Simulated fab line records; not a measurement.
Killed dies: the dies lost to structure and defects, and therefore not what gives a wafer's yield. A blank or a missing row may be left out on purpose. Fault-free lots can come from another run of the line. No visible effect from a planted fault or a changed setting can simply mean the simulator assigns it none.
Split-lot experiment -- flow n5 finfet -- on a route of 1938 steps: 7 lots, 39 wafers read

THE SPLIT ITSELF
At N5_FIN_SAQP_SPACER1_ALD_24 (deposits SiO2, target thk 20.3 nm, pulse time 1 s, purge time 2 s), the setting ald cycles was moved away from the recipe's 218 on 15 of the 39 wafers read, by -47.2% to +50.0%. For the rest of the wafers, this setting stayed at what the recipe calls for.

FROM THE SPLIT TO THE READING: what the file shows between them, 2 steps
- N5_FIN_SAQP_SPACER1_ETCHBACK_25: etches SiO2 in CHF3/O2, target depth 24.4 nm, time 12.2 s
- N5_FIN_SAQP_MANDREL1_REMOVE_56: chemistry HBr/Cl2/O2, target a-Si, stops on SiNx, bt time 10 s

THE READING
Shown in nm: cd nm at N5_FIN_SAQP_CD_MEAS_27, with target cd 20 nm. A value of 20.29 nm with a standard deviation of 0.21 nm is what fault-free wafers of this fab line usually give.

wafer,"tool, chamber at the split",ald cycles as run,against the recipe,"cd nm, nm",against lot-mates on the recipe
L082.1,"ald sin-04, 0",218,recipe,20.31,-
L082.2,"ald sin-04, 1",218,recipe,20.48,-
L082.3,"ald sin-04, 3,2",305,+39.9%,28.12,+7.79
L082.4,"ald sin-04, 3,2",305,+39.9%,28.24,+7.91
L082.5,"ald sin-04, 1",218,recipe,20.21,-
L082.6,"ald sin-04, 2",305,+39.9%,28.60,+8.27
L084.1,"ald sin-03, 2,1,2",327,+50.0%,30.54,+10.24
L084.2,"ald sin-03, 3,0,1",218,recipe,20.28,-
L084.3,"ald sin-03, 3,0,1",218,recipe,20.46,-
L084.4,"ald sin-03, 2,1,2",327,+50.0%,30.58,+10.28
L084.5,"ald sin-03, 3,0,1",218,recipe,20.17,-
L084.6,"ald sin-03, 2,1,2",327,+50.0%,30.54,+10.24
L086.1,"ald sin-03, 0,3,1",218,recipe,20.34,-
L086.2,"ald sin-03, 2,1,2",172,-21.1%,15.81,-4.58
L086.3,"ald sin-03, 2,1,2",172,-21.1%,15.76,-4.63
L086.4,"ald sin-03, 0,3,1",218,recipe,20.48,-
L086.5,"ald sin-03, 0,3,1",218,recipe,20.34,-
L086.6,"ald sin-03, 2,1,2",172,-21.1%,16.03,-4.36
L087.1,"ald sin-03, 3,0,1",218,recipe,20.23,-
L087.2,"ald sin-03, 3,0,1",218,recipe,20.12,-
L087.3,"ald sin-03, 2,2,3",218,recipe,20.07,-
L087.4,"ald sin-03, 3,0,1",218,recipe,20.14,-
L087.5,"ald sin-03, 2,2,3",218,recipe,20.22,-
L087.6,"ald sin-03, 2,2,3",218,recipe,20.07,-
L091.1,"ald sin-03, 1,0,2",146,-33.0%,13.63,-6.84
L091.2,"ald sin-03, 1,0,2",146,-33.0%,13.80,-6.67
L091.3,"ald sin-03, 1,0,2",146,-33.0%,13.71,-6.76
L091.4,"ald sin-03, 3,2",218,recipe,20.47,-
L091.5,"ald sin-03, 3,2",218,recipe,20.85,-
L091.6,"ald sin-03, 3",218,recipe,20.08,-
L093.1,"ald sin-04, 0,3",218,recipe,20.04,-
L093.2,"ald sin-04, 1",115,-47.2%,10.74,-9.55
L093.3,"ald sin-04, 0,3",218,recipe,20.47,-
L093.4,"ald sin-04, 2",218,recipe,20.37,-
L093.5,"ald sin-04, 3,2",115,-47.2%,10.53,-9.76
L093.6,"ald sin-04, 3,2",115,-47.2%,10.76,-9.53
L094.3,"ald sin-03, 1,3",218,recipe,20.66,-
L094.5,"ald sin-03, 2",218,recipe,20.06,-
L094.6,"ald sin-03, 1,3",218,recipe,20.40,-
The file does not say which wafer passed through which chamber wherever a row lists several chambers: such a row stands for several wafers.

THE FIT
A straight line over all 39 wafers: cd nm changes by +0.203 nm for each +1% of ald cycles; r = +1.00; the points scatter about the line by 0.19 nm.
The same after taking each lot's own level away (the mean of its wafers on the recipe; 39 wafers): +0.204 nm for each +1%; r = +1.00; scatter 0.17 nm.
That fit puts the effect of the largest move of ald cycles on the reading at 10 nm.
Measured against the standard deviation above, the lots' own levels, which go from 20.142 to 20.467 nm, span 1.5 times it.
The two slopes agree, so the slope changes little with the lot-to-lot level.
Check: with one of the wafers moved furthest among these (+50.0%) left out of the fit, the line predicts +10.2 nm for it against its lot-mates. It came out at +10.2 nm against them.

OTHER SPLITS APPLIED TO THESE WAFERS
Other splits were also applied to these wafers ahead of the reading. Each is held against what the fit with the lots' levels taken away leaves over:
other split on the same wafers,wafers away from the commonest value,r with cd nm (lot level and that fit taken away)
N5_ZERO_LAYER_DEVELOP_10 develop time s,12,-0.10

THE WHOLE CHAIN: every reading that the file lists as answering this split, in the file's order
step,what it does,reading,change (the file's fit),r (the file's)
N5_FIN_SAQP_SPACER1_ALD_24,"deposits SiO2, target thk 20.3 nm, pulse time 1 s, purge time 2 s","SiO2_of_FIN_SAQP_SPACER1_ALD_24.thk nm (the simulator's own value, which no gauge read)",+0.204 nm for each +1% of the setting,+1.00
N5_FIN_SAQP_MANDREL1_REMOVE_56,"chemistry HBr/Cl2/O2, target a-Si, stops on SiNx, bt time 10 s","FIN_SAQP.cd nm (the simulator's own value, which no gauge read)",+0.204 nm for each +1% of the setting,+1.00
N5_FIN_SAQP_CD_MEAS_27,target cd 20 nm,cd nm,+0.204 nm for each +1% of the setting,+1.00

FILE'S OWN FIT
cd nm changes by +0.204 nm for each +1% of ald cycles, r = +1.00.
